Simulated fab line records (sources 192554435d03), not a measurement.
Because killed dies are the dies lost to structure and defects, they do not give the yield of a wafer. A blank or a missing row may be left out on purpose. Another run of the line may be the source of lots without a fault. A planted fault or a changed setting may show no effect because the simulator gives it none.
Which tool is to blame? / flow n5 finfet / Sampling: 23 lots, 69 wafers, 5 of 1938 route steps

## WHAT EACH GAUGE READ, for each wafer
N5_SDB_THK_MEAS_31. Usual: SDB_THK gives 63.9 nm (standard deviation 1.1).
lot=L074; measured=day 3 21:04; on=film metro-02; SDB_THK (nm)=63.0 61.1 63.8; flag=
lot=L075; measured=day 4 04:07; on=film metro-02; SDB_THK (nm)=64.6 64.4 64.5; flag=
lot=L076; measured=day 4 09:03; on=film metro-01; SDB_THK (nm)=64.4 65.0 62.5; flag=
lot=L077; measured=day 4 14:28; on=film metro-01; SDB_THK (nm)=64.2 64.8 63.7; flag=
lot=L078; measured=day 5 01:52; on=film metro-02; SDB_THK (nm)=63.2 62.3 63.2; flag=
lot=L079; measured=day 5 09:05; on=film metro-01; SDB_THK (nm)=65.4 63.3 65.1; flag=
lot=L080; measured=day 5 11:34; on=film metro-02; SDB_THK (nm)=63.4 65.1 65.5; flag=
lot=L081; measured=day 5 21:00; on=film metro-01; SDB_THK (nm)=63.8 65.8 63.3; flag=
lot=L082; measured=day 6 01:31; on=film metro-01; SDB_THK (nm)=64.6 63.0 65.6; flag=
lot=L083; measured=day 6 03:44; on=film metro-01; SDB_THK (nm)=63.0 63.4 62.6; flag=
lot=L084; measured=day 6 13:16; on=film metro-02; SDB_THK (nm)=63.2 62.8 63.0; flag=
lot=L085; measured=day 6 16:26; on=film metro-02; SDB_THK (nm)=63.3 63.0 63.5; flag=
lot=L086; measured=day 7 00:57; on=film metro-01; SDB_THK (nm)=64.0 64.8 64.8; flag=
lot=L087; measured=day 7 04:18; on=film metro-02; SDB_THK (nm)=63.8 65.0 63.8; flag=
lot=L088; measured=day 7 10:12; on=film metro-02; SDB_THK (nm)=65.3 64.1 64.3; flag=
lot=L090; measured=day 7 22:20; on=film metro-01; SDB_THK (nm)=62.2 62.9 64.0; flag=
lot=L091; measured=day 8 04:20; on=film metro-01; SDB_THK (nm)=64.4 65.2 64.7; flag=
lot=L092; measured=day 8 11:15; on=film metro-01; SDB_THK (nm)=65.4 64.7 64.4; flag=
lot=L093; measured=day 8 18:24; on=film metro-02; SDB_THK (nm)=63.3 63.8 64.2; flag=
lot=L094; measured=day 8 23:04; on=film metro-01; SDB_THK (nm)=65.3 64.3 64.9; flag=
lot=L095; measured=day 9 05:07; on=film metro-02; SDB_THK (nm)=64.8 63.8 64.6; flag=
lot=L096; measured=day 9 11:33; on=film metro-02; SDB_THK (nm)=62.0 61.9 63.7; flag=
lot=L097; measured=day 9 19:25; on=film metro-02; SDB_THK (nm)=63.2 61.6 61.7; flag=

N5_GATE_CUT_OVL_MEAS_14. Usual: GATE_CUT_OVL gives 0.1 nm (standard deviation 0.74).
lot=L074; measured=day 4 10:34; on=overlay-01; GATE_CUT_OVL (nm)=1.3 -1.0 0.8; flag=
lot=L075; measured=day 4 17:34; on=overlay-02; GATE_CUT_OVL (nm)=0.9 0.8 1.2; flag=
lot=L076; measured=day 4 23:06; on=overlay-02; GATE_CUT_OVL (nm)=1.1 0.9 0.9; flag=
lot=L077; measured=day 5 08:14; on=overlay-01; GATE_CUT_OVL (nm)=0.0 -0.2 0.4; flag=
lot=L078; measured=day 5 15:19; on=overlay-02; GATE_CUT_OVL (nm)=-0.2 -0.3 -0.3; flag=
lot=L079; measured=day 5 23:00; on=overlay-02; GATE_CUT_OVL (nm)=0.0 1.1 0.9; flag=
lot=L080; measured=day 6 01:53; on=overlay-02; GATE_CUT_OVL (nm)=0.7 0.3 1.9; flag=
lot=L081; measured=day 6 10:14; on=overlay-01; GATE_CUT_OVL (nm)=0.4 -1.1 -0.4; flag=
lot=L082; measured=day 6 14:36; on=overlay-02; GATE_CUT_OVL (nm)=0.5 1.1 0.1; flag=
lot=L083; measured=day 6 17:14; on=overlay-01; GATE_CUT_OVL (nm)=0.2 1.0 -0.3; flag=
lot=L084; measured=day 7 02:40; on=overlay-01; GATE_CUT_OVL (nm)=-0.3 0.5 0.2; flag=
lot=L085; measured=day 7 06:07; on=overlay-02; GATE_CUT_OVL (nm)=0.1 -0.5 -0.8; flag=
lot=L086; measured=day 7 14:16; on=overlay-01; GATE_CUT_OVL (nm)=0.8 0.2 0.6; flag=
lot=L087; measured=day 7 19:44; on=overlay-02; GATE_CUT_OVL (nm)=1.1 -0.9 0.6; flag=
lot=L088; measured=day 8 01:07; on=overlay-01; GATE_CUT_OVL (nm)=-0.7 -0.8 -0.4; flag=
lot=L090; measured=day 8 12:14; on=overlay-02; GATE_CUT_OVL (nm)=-0.8 1.1 0.4; flag=
lot=L091; measured=day 8 17:43; on=overlay-01; GATE_CUT_OVL (nm)=0.1 -0.7 -0.2; flag=
lot=L092; measured=day 9 01:11; on=overlay-02; GATE_CUT_OVL (nm)=-0.1 0.1 -0.3; flag=
lot=L093; measured=day 9 07:45; on=overlay-02; GATE_CUT_OVL (nm)=0.1 0.1 0.5; flag=
lot=L094; measured=day 9 12:28; on=overlay-01; GATE_CUT_OVL (nm)=-0.3 0.4 -0.1; flag=
lot=L095; measured=day 9 18:21; on=overlay-01; GATE_CUT_OVL (nm)=0.3 1.0 0.3; flag=
lot=L096; measured=day 10 01:15; on=overlay-02; GATE_CUT_OVL (nm)=0.4 1.1 0.3; flag=
lot=L097; measured=day 10 09:08; on=overlay-02; GATE_CUT_OVL (nm)=-1.0 -0.2 -0.2; flag=

## TOOL THAT RAN EACH LOT (tool first, then ch and the chambers of the sampled wafers, then the start)
lot=L074; N5_HKMG_FIN_ETCH_54=rie diel-06 ch 0,1,2, day 3 22:59; N5_HKMG_FIN_PWFM_ALD_03=ald metal-02 ch 0,1,3, day 4 01:25; N5_HKMG_FIN_STRIP_89=rie diel-03 ch 1,2,3, day 4 03:37
lot=L075; N5_HKMG_FIN_ETCH_54=rie diel-04 ch 1,3, day 4 06:01; N5_HKMG_FIN_PWFM_ALD_03=ald metal-02 ch 1,2,3, day 4 08:32; N5_HKMG_FIN_STRIP_89=rie diel-06 ch 1,2, day 4 10:44
lot=L076; N5_HKMG_FIN_ETCH_54=rie diel-04 ch 0,1,3, day 4 10:38; N5_HKMG_FIN_PWFM_ALD_03=ald metal-02 ch 0,2,3, day 4 13:04; N5_HKMG_FIN_STRIP_89=rie diel-06 ch 0,2,3, day 4 15:55
lot=L077; N5_HKMG_FIN_ETCH_54=rie diel-03 ch 0,1,3, day 4 16:09; N5_HKMG_FIN_PWFM_ALD_03=ald metal-01 ch 1,2,3, day 4 18:37; N5_HKMG_FIN_STRIP_89=rie diel-04 ch 0,2,3, day 4 20:55
lot=L078; N5_HKMG_FIN_ETCH_54=rie diel-04 ch 0,3, day 5 03:33; N5_HKMG_FIN_PWFM_ALD_03=ald metal-02 ch 0,1,3, day 5 05:58; N5_HKMG_FIN_STRIP_89=rie diel-04 ch 0,1,2, day 5 08:23
lot=L079; N5_HKMG_FIN_ETCH_54=rie diel-06 ch 1,3, day 5 11:00; N5_HKMG_FIN_PWFM_ALD_03=ald metal-02 ch 0,1, day 5 13:25; N5_HKMG_FIN_STRIP_89=rie diel-04 ch 1,2,3, day 5 15:43
lot=L080; N5_HKMG_FIN_ETCH_54=rie diel-06 ch 0,2,3, day 5 13:08; N5_HKMG_FIN_PWFM_ALD_03=ald metal-03 ch 1,2,3, day 5 15:42; N5_HKMG_FIN_STRIP_89=rie diel-03 ch 0,1, day 5 18:24
lot=L081; N5_HKMG_FIN_ETCH_54=rie diel-04 ch 0,1,3, day 5 22:42; N5_HKMG_FIN_PWFM_ALD_03=ald metal-03 ch 0,2,3, day 6 01:07; N5_HKMG_FIN_STRIP_89=rie diel-06 ch 0,2,3, day 6 03:18
lot=L082; N5_HKMG_FIN_ETCH_54=rie diel-04 ch 0,3, day 6 03:15; N5_HKMG_FIN_PWFM_ALD_03=ald metal-03 ch 0,2, day 6 05:40; N5_HKMG_FIN_STRIP_89=rie diel-03 ch 0,1,3, day 6 07:58
lot=L083; N5_HKMG_FIN_ETCH_54=rie diel-04 ch 2,3, day 6 05:29; N5_HKMG_FIN_PWFM_ALD_03=ald metal-01 ch 1,2, day 6 08:06; N5_HKMG_FIN_STRIP_89=rie diel-03 ch 1,2,3, day 6 10:17
lot=L084; N5_HKMG_FIN_ETCH_54=rie diel-04 ch 1,2,3, day 6 15:09; N5_HKMG_FIN_PWFM_ALD_03=ald metal-01 ch 2,3, day 6 17:39; N5_HKMG_FIN_STRIP_89=rie diel-06 ch 1,2, day 6 20:02
lot=L085; N5_HKMG_FIN_ETCH_54=rie diel-06 ch 0,2, day 6 18:16; N5_HKMG_FIN_PWFM_ALD_03=ald metal-02 ch 0,2, day 6 20:41; N5_HKMG_FIN_STRIP_89=rie diel-04 ch 1,2,3, day 6 23:09
lot=L086; N5_HKMG_FIN_ETCH_54=rie diel-04 ch 0,2,3, day 7 02:39; N5_HKMG_FIN_PWFM_ALD_03=ald metal-01 ch 0,1,2, day 7 05:11; N5_HKMG_FIN_STRIP_89=rie diel-06 ch 0,2, day 7 07:30
lot=L087; N5_HKMG_FIN_ETCH_54=rie diel-03 ch 0,1,3, day 7 05:59; N5_HKMG_FIN_PWFM_ALD_03=ald metal-03 ch 0,1,2, day 7 08:36; N5_HKMG_FIN_STRIP_89=rie diel-06 ch 0,1,3, day 7 11:22
lot=L088; N5_HKMG_FIN_ETCH_54=rie diel-04 ch 1,2, day 7 11:58; N5_HKMG_FIN_PWFM_ALD_03=ald metal-02 ch 0,1, day 7 14:32; N5_HKMG_FIN_STRIP_89=rie diel-06 ch 0,2,3, day 7 16:53
lot=L090; N5_HKMG_FIN_ETCH_54=rie diel-04 ch 1,2,3, day 8 00:28; N5_HKMG_FIN_PWFM_ALD_03=ald metal-02 ch 0,1,2, day 8 02:58; N5_HKMG_FIN_STRIP_89=rie diel-03 ch 0,1,3, day 8 05:16
lot=L091; N5_HKMG_FIN_ETCH_54=rie diel-03 ch 1,2,3, day 8 06:01; N5_HKMG_FIN_PWFM_ALD_03=ald metal-03 ch 0,1, day 8 08:26; N5_HKMG_FIN_STRIP_89=rie diel-06 ch 0,1,3, day 8 10:44
lot=L092; N5_HKMG_FIN_ETCH_54=rie diel-03 ch 0,1,2, day 8 12:59; N5_HKMG_FIN_PWFM_ALD_03=ald metal-02 ch 0,2,3, day 8 15:33; N5_HKMG_FIN_STRIP_89=rie diel-04 ch 0,2, day 8 17:44
lot=L093; N5_HKMG_FIN_ETCH_54=rie diel-06 ch 0,1,3, day 8 20:14; N5_HKMG_FIN_PWFM_ALD_03=ald metal-02 ch 1,2,3, day 8 22:40; N5_HKMG_FIN_STRIP_89=rie diel-04 ch 0,2,3, day 9 00:59
lot=L094; N5_HKMG_FIN_ETCH_54=rie diel-03 ch 0,1, day 9 01:12; N5_HKMG_FIN_PWFM_ALD_03=ald metal-01 ch 0,2, day 9 03:37; N5_HKMG_FIN_STRIP_89=rie diel-04 ch 1,2, day 9 05:49
lot=L095; N5_HKMG_FIN_ETCH_54=rie diel-06 ch 2,3, day 9 06:44; N5_HKMG_FIN_PWFM_ALD_03=ald metal-01 ch 2,3, day 9 09:25; N5_HKMG_FIN_STRIP_89=rie diel-03 ch 0,1,2, day 9 11:44
lot=L096; N5_HKMG_FIN_ETCH_54=rie diel-06 ch 0,2,3, day 9 13:25; N5_HKMG_FIN_PWFM_ALD_03=ald metal-03 ch 1,2, day 9 16:08; N5_HKMG_FIN_STRIP_89=rie diel-06 ch 0,3, day 9 18:26
lot=L097; N5_HKMG_FIN_ETCH_54=rie diel-04 ch 2,3, day 9 20:58; N5_HKMG_FIN_PWFM_ALD_03=ald metal-01 ch 0,1,2, day 9 23:22; N5_HKMG_FIN_STRIP_89=rie diel-03 ch 0,2,3, day 10 01:34
- N5_HKMG_FIN_ETCH_54: etches SiARC in CF4, target depth 45.5 nm, time 75.8 s.
- N5_HKMG_FIN_PWFM_ALD_03: deposits TiN, target thk 2 nm, pulse time 1 s, purge time 3 s.
- N5_HKMG_FIN_STRIP_89: strips SOC in N2/H2, time 20 s.

## WHAT THE TOOLS THEMSELVES READ (means of the sampled wafers that have a number; where no wafer has one, the mark that the record gives instead)
N5_HKMG_FIN_ETCH_54. Usual: drypump motor current A 5.7 A, standard deviation 0.58; etch rf on time s 75.1 s, standard deviation 1.8; mfc ar sccm 100.0 sccm, standard deviation 0.34; oes product au 0.70 a.u., standard deviation 0.076; rf vpp V 183.5 V, standard deviation 1; showerhead plenum p Torr 2.10 Torr, standard deviation 0.048; throttle valve pct 15.65 %, standard deviation 0.21.
lot=L074; tool=rie diel-06; drypump motor current A (A)=5.1; etch rf on time s (s)=76.9; mfc ar sccm (sccm)=100.0; oes product au (a.u.)=0.71; rf vpp V (V)=183.0; showerhead plenum p Torr (Torr)=2.09; throttle valve pct (%)=15.61; flag=
lot=L075; tool=rie diel-04; drypump motor current A (A)=5.8; etch rf on time s (s)=72.5; mfc ar sccm (sccm)=100.0; oes product au (a.u.)=0.79; rf vpp V (V)=183.5; showerhead plenum p Torr (Torr)=2.11; throttle valve pct (%)=15.57; flag=
lot=L076; tool=rie diel-04; drypump motor current A (A)=5.8; etch rf on time s (s)=73.7; mfc ar sccm (sccm)=99.8; oes product au (a.u.)=0.75; rf vpp V (V)=183.7; showerhead plenum p Torr (Torr)=2.09; throttle valve pct (%)=15.52; flag=
lot=L077; tool=rie diel-03; drypump motor current A (A)=6.0; etch rf on time s (s)=76.3; mfc ar sccm (sccm)=100.0; oes product au (a.u.)=0.67; rf vpp V (V)=184.1; showerhead plenum p Torr (Torr)=2.09; throttle valve pct (%)=15.75; flag=
lot=L078; tool=rie diel-04; drypump motor current A (A)=5.6; etch rf on time s (s)=73.7; mfc ar sccm (sccm)=99.7; oes product au (a.u.)=0.74; rf vpp V (V)=182.6; showerhead plenum p Torr (Torr)=2.10; throttle valve pct (%)=15.67; flag=
lot=L079; tool=rie diel-06; drypump motor current A (A)=5.5; etch rf on time s (s)=76.6; mfc ar sccm (sccm)=100.1; oes product au (a.u.)=0.68; rf vpp V (V)=182.6; showerhead plenum p Torr (Torr)=2.09; throttle valve pct (%)=15.69; flag=
lot=L080; tool=rie diel-06; drypump motor current A (A)=5.8; etch rf on time s (s)=77.0; mfc ar sccm (sccm)=99.5; oes product au (a.u.)=0.65; rf vpp V (V)=184.4; showerhead plenum p Torr (Torr)=2.09; throttle valve pct (%)=15.78; flag=
lot=L081; tool=rie diel-04; drypump motor current A (A)=5.7; etch rf on time s (s)=73.6; mfc ar sccm (sccm)=99.8; oes product au (a.u.)=0.73; rf vpp V (V)=183.5; showerhead plenum p Torr (Torr)=2.09; throttle valve pct (%)=15.56; flag=
lot=L082; tool=rie diel-04; drypump motor current A (A)=5.6; etch rf on time s (s)=74.3; mfc ar sccm (sccm)=100.3; oes product au (a.u.)=0.72; rf vpp V (V)=183.4; showerhead plenum p Torr (Torr)=2.10; throttle valve pct (%)=15.69; flag=
lot=L083; tool=rie diel-04; drypump motor current A (A)=5.7; etch rf on time s (s)=73.1; mfc ar sccm (sccm)=100.0; oes product au (a.u.)=0.71; rf vpp V (V)=183.5; showerhead plenum p Torr (Torr)=2.12; throttle valve pct (%)=15.77; flag=
lot=L084; tool=rie diel-04; drypump motor current A (A)=5.9; etch rf on time s (s)=73.0; mfc ar sccm (sccm)=100.4; oes product au (a.u.)=0.71; rf vpp V (V)=183.7; showerhead plenum p Torr (Torr)=2.11; throttle valve pct (%)=15.66; flag=
lot=L085; tool=rie diel-06; drypump motor current A (A)=5.2; etch rf on time s (s)=77.4; mfc ar sccm (sccm)=100.2; oes product au (a.u.)=0.69; rf vpp V (V)=183.0; showerhead plenum p Torr (Torr)=2.09; throttle valve pct (%)=15.67; flag=
lot=L086; tool=rie diel-04; drypump motor current A (A)=5.7; etch rf on time s (s)=74.8; mfc ar sccm (sccm)=99.9; oes product au (a.u.)=0.67; rf vpp V (V)=183.2; showerhead plenum p Torr (Torr)=2.10; throttle valve pct (%)=15.75; flag=
lot=L087; tool=rie diel-03; drypump motor current A (A)=6.0; etch rf on time s (s)=74.5; mfc ar sccm (sccm)=99.8; oes product au (a.u.)=0.73; rf vpp V (V)=184.6; showerhead plenum p Torr (Torr)=2.17; throttle valve pct (%)=15.61; flag=
lot=L088; tool=rie diel-04; drypump motor current A (A)=6.0; etch rf on time s (s)=73.0; mfc ar sccm (sccm)=99.8; oes product au (a.u.)=0.70; rf vpp V (V)=183.0; showerhead plenum p Torr (Torr)=2.10; throttle valve pct (%)=15.54; flag=
lot=L090; tool=rie diel-04; drypump motor current A (A)=5.9; etch rf on time s (s)=73.9; mfc ar sccm (sccm)=100.0; oes product au (a.u.)=0.69; rf vpp V (V)=184.2; showerhead plenum p Torr (Torr)=2.11; throttle valve pct (%)=15.67; flag=
lot=L091; tool=rie diel-03; drypump motor current A (A)=6.0; etch rf on time s (s)=73.5; mfc ar sccm (sccm)=99.8; oes product au (a.u.)=0.72; rf vpp V (V)=183.8; showerhead plenum p Torr (Torr)=2.13; throttle valve pct (%)=15.45; flag=
lot=L092; tool=rie diel-03; drypump motor current A (A)=5.5; etch rf on time s (s)=74.9; mfc ar sccm (sccm)=100.2; oes product au (a.u.)=0.70; rf vpp V (V)=183.3; showerhead plenum p Torr (Torr)=2.10; throttle valve pct (%)=15.59; flag=
lot=L093; tool=rie diel-06; drypump motor current A (A)=5.6; etch rf on time s (s)=75.9; mfc ar sccm (sccm)=100.0; oes product au (a.u.)=0.73; rf vpp V (V)=184.0; showerhead plenum p Torr (Torr)=2.09; throttle valve pct (%)=15.58; flag=
lot=L094; tool=rie diel-03; drypump motor current A (A)=6.1; etch rf on time s (s)=75.6; mfc ar sccm (sccm)=99.9; oes product au (a.u.)=0.63; rf vpp V (V)=183.1; showerhead plenum p Torr (Torr)=2.08; throttle valve pct (%)=15.85; flag=
lot=L095; tool=rie diel-06; drypump motor current A (A)=6.3; etch rf on time s (s)=77.1; mfc ar sccm (sccm)=100.0; oes product au (a.u.)=0.73; rf vpp V (V)=183.4; showerhead plenum p Torr (Torr)=2.08; throttle valve pct (%)=15.64; flag=
lot=L096; tool=rie diel-06; drypump motor current A (A)=5.8; etch rf on time s (s)=77.9; mfc ar sccm (sccm)=99.8; oes product au (a.u.)=0.70; rf vpp V (V)=183.6; showerhead plenum p Torr (Torr)=2.08; throttle valve pct (%)=15.68; flag=
lot=L097; tool=rie diel-04; drypump motor current A (A)=5.7; etch rf on time s (s)=74.9; mfc ar sccm (sccm)=100.2; oes product au (a.u.)=0.67; rf vpp V (V)=183.0; showerhead plenum p Torr (Torr)=2.11; throttle valve pct (%)=15.84; flag=

N5_HKMG_FIN_PWFM_ALD_03. Usual: heater power outer w 523 W, standard deviation 55; heater power w 873 W, standard deviation 98; precursor pulse height rel 1.000, standard deviation 0.02.
lot=L074; tool=ald metal-02; heater power outer w (W)=525; heater power w (W)=893; precursor pulse height rel=1.028; flag=
lot=L075; tool=ald metal-02; heater power outer w (W)=503; heater power w (W)=821; precursor pulse height rel=0.998; flag=
lot=L076; tool=ald metal-02; heater power outer w (W)=522; heater power w (W)=876; precursor pulse height rel=0.998; flag=
lot=L077; tool=ald metal-01; heater power outer w (W)=571; heater power w (W)=976; precursor pulse height rel=0.993; flag=
lot=L078; tool=ald metal-02; heater power outer w (W)=538; heater power w (W)=886; precursor pulse height rel=0.981; flag=
lot=L079; tool=ald metal-02; heater power outer w (W)=517; heater power w (W)=852; precursor pulse height rel=1.015; flag=
lot=L080; tool=ald metal-03; heater power outer w (W)=516; heater power w (W)=815; precursor pulse height rel=1.017; flag=
lot=L081; tool=ald metal-03; heater power outer w (W)=495; heater power w (W)=795; precursor pulse height rel=1.007; flag=
lot=L082; tool=ald metal-03; heater power outer w (W)=504; heater power w (W)=828; precursor pulse height rel=1.006; flag=
lot=L083; tool=ald metal-01; heater power outer w (W)=580; heater power w (W)=1022; precursor pulse height rel=0.998; flag=
lot=L084; tool=ald metal-01; heater power outer w (W)=594; heater power w (W)=1026; precursor pulse height rel=1.008; flag=
lot=L085; tool=ald metal-02; heater power outer w (W)=488; heater power w (W)=834; precursor pulse height rel=1.011; flag=
lot=L086; tool=ald metal-01; heater power outer w (W)=549; heater power w (W)=944; precursor pulse height rel=1.007; flag=
lot=L087; tool=ald metal-03; heater power outer w (W)=541; heater power w (W)=875; precursor pulse height rel=0.985; flag=
lot=L088; tool=ald metal-02; heater power outer w (W)=512; heater power w (W)=862; precursor pulse height rel=1.005; flag=
lot=L090; tool=ald metal-02; heater power outer w (W)=509; heater power w (W)=856; precursor pulse height rel=0.996; flag=
lot=L091; tool=ald metal-03; heater power outer w (W)=526; heater power w (W)=867; precursor pulse height rel=0.982; flag=
lot=L092; tool=ald metal-02; heater power outer w (W)=525; heater power w (W)=891; precursor pulse height rel=1.010; flag=
lot=L093; tool=ald metal-02; heater power outer w (W)=502; heater power w (W)=832; precursor pulse height rel=0.989; flag=
lot=L094; tool=ald metal-01; heater power outer w (W)=582; heater power w (W)=952; precursor pulse height rel=1.019; flag=
lot=L095; tool=ald metal-01; heater power outer w (W)=596; heater power w (W)=1021; precursor pulse height rel=1.011; flag=
lot=L096; tool=ald metal-03; heater power outer w (W)=547; heater power w (W)=844; precursor pulse height rel=1.005; flag=
lot=L097; tool=ald metal-01; heater power outer w (W)=536; heater power w (W)=931; precursor pulse height rel=1.003; flag=

N5_HKMG_FIN_STRIP_89. Usual: drypump motor current A 5.6 A, standard deviation 0.63; oes product au 0.82 a.u., standard deviation 0.093; rf vpp V 54.0 V, standard deviation 0.85; showerhead plenum p Torr 3.29 Torr, standard deviation 0.084; throttle valve pct 19.1 %, standard deviation 0.36.
lot=L074; tool=rie diel-03; drypump motor current A (A)=6.0; oes product au (a.u.)=0.69; rf vpp V (V)=52.9; showerhead plenum p Torr (Torr)=3.24; throttle valve pct (%)=19.4; flag=
lot=L075; tool=rie diel-06; drypump motor current A (A)=5.1; oes product au (a.u.)=0.82; rf vpp V (V)=53.1; showerhead plenum p Torr (Torr)=3.27; throttle valve pct (%)=19.1; flag=
lot=L076; tool=rie diel-06; drypump motor current A (A)=5.8; oes product au (a.u.)=0.77; rf vpp V (V)=53.5; showerhead plenum p Torr (Torr)=3.28; throttle valve pct (%)=19.4; flag=
lot=L077; tool=rie diel-04; drypump motor current A (A)=5.7; oes product au (a.u.)=0.80; rf vpp V (V)=54.8; showerhead plenum p Torr (Torr)=3.28; throttle valve pct (%)=19.2; flag=
lot=L078; tool=rie diel-04; drypump motor current A (A)=5.9; oes product au (a.u.)=0.80; rf vpp V (V)=53.4; showerhead plenum p Torr (Torr)=3.29; throttle valve pct (%)=18.9; flag=
lot=L079; tool=rie diel-04; drypump motor current A (A)=5.9; oes product au (a.u.)=0.84; rf vpp V (V)=53.6; showerhead plenum p Torr (Torr)=3.30; throttle valve pct (%)=19.0; flag=
lot=L080; tool=rie diel-03; drypump motor current A (A)=6.1; oes product au (a.u.)=0.79; rf vpp V (V)=54.0; showerhead plenum p Torr (Torr)=3.29; throttle valve pct (%)=19.5; flag=
lot=L081; tool=rie diel-06; drypump motor current A (A)=5.8; oes product au (a.u.)=0.76; rf vpp V (V)=54.0; showerhead plenum p Torr (Torr)=3.27; throttle valve pct (%)=19.4; flag=
lot=L082; tool=rie diel-03; drypump motor current A (A)=6.0; oes product au (a.u.)=0.87; rf vpp V (V)=55.0; showerhead plenum p Torr (Torr)=3.40; throttle valve pct (%)=19.1; flag=
lot=L083; tool=rie diel-03; drypump motor current A (A)=6.0; oes product au (a.u.)=0.86; rf vpp V (V)=53.7; showerhead plenum p Torr (Torr)=3.36; throttle valve pct (%)=19.1; flag=
lot=L084; tool=rie diel-06; drypump motor current A (A)=5.0; oes product au (a.u.)=0.80; rf vpp V (V)=54.3; showerhead plenum p Torr (Torr)=3.25; throttle valve pct (%)=19.1; flag=
lot=L085; tool=rie diel-04; drypump motor current A (A)=5.9; oes product au (a.u.)=0.83; rf vpp V (V)=54.4; showerhead plenum p Torr (Torr)=3.29; throttle valve pct (%)=19.0; flag=
lot=L086; tool=rie diel-06; drypump motor current A (A)=5.3; oes product au (a.u.)=0.81; rf vpp V (V)=54.0; showerhead plenum p Torr (Torr)=3.26; throttle valve pct (%)=19.4; flag=
lot=L087; tool=rie diel-06; drypump motor current A (A)=5.6; oes product au (a.u.)=0.89; rf vpp V (V)=54.0; showerhead plenum p Torr (Torr)=3.28; throttle valve pct (%)=19.0; flag=
lot=L088; tool=rie diel-06; drypump motor current A (A)=5.8; oes product au (a.u.)=0.84; rf vpp V (V)=53.3; showerhead plenum p Torr (Torr)=3.26; throttle valve pct (%)=19.3; flag=
lot=L090; tool=rie diel-03; drypump motor current A (A)=6.0; oes product au (a.u.)=0.83; rf vpp V (V)=53.9; showerhead plenum p Torr (Torr)=3.39; throttle valve pct (%)=19.1; flag=
lot=L091; tool=rie diel-06; drypump motor current A (A)=5.6; oes product au (a.u.)=0.87; rf vpp V (V)=54.3; showerhead plenum p Torr (Torr)=3.28; throttle valve pct (%)=19.1; flag=
lot=L092; tool=rie diel-04; drypump motor current A (A)=5.6; oes product au (a.u.)=0.73; rf vpp V (V)=54.3; showerhead plenum p Torr (Torr)=3.26; throttle valve pct (%)=19.1; flag=
lot=L093; tool=rie diel-04; drypump motor current A (A)=5.7; oes product au (a.u.)=0.76; rf vpp V (V)=54.4; showerhead plenum p Torr (Torr)=3.27; throttle valve pct (%)=19.2; flag=
lot=L094; tool=rie diel-04; drypump motor current A (A)=5.9; oes product au (a.u.)=0.75; rf vpp V (V)=54.8; showerhead plenum p Torr (Torr)=3.31; throttle valve pct (%)=19.1; flag=
lot=L095; tool=rie diel-03; drypump motor current A (A)=5.5; oes product au (a.u.)=0.82; rf vpp V (V)=54.0; showerhead plenum p Torr (Torr)=3.31; throttle valve pct (%)=19.3; flag=
lot=L096; tool=rie diel-06; drypump motor current A (A)=5.7; oes product au (a.u.)=0.85; rf vpp V (V)=53.7; showerhead plenum p Torr (Torr)=3.27; throttle valve pct (%)=19.2; flag=
lot=L097; tool=rie diel-03; drypump motor current A (A)=5.4; oes product au (a.u.)=0.87; rf vpp V (V)=54.3; showerhead plenum p Torr (Torr)=3.42; throttle valve pct (%)=18.9; flag=

## THE ANSWER, worked out from the rows above alone
Rule: a lot is off if the mean of its wafers that have a number lies more than 3 standard deviations from the usual mean. Also off: a lot with no number at a reading for which 4 or more lots have one. The other lots that the step has rows for count as sound. After the gauges, taken in route order, come the tools' own readings; for these a lot's mean is taken, as printed above. At the first step where some lot is off, the reading lying furthest off is the one used; lots without a number count as furthest.
No lot is off at any reading shown: from this, nothing can be told.

## WHAT THE SIMULATOR PUT IN
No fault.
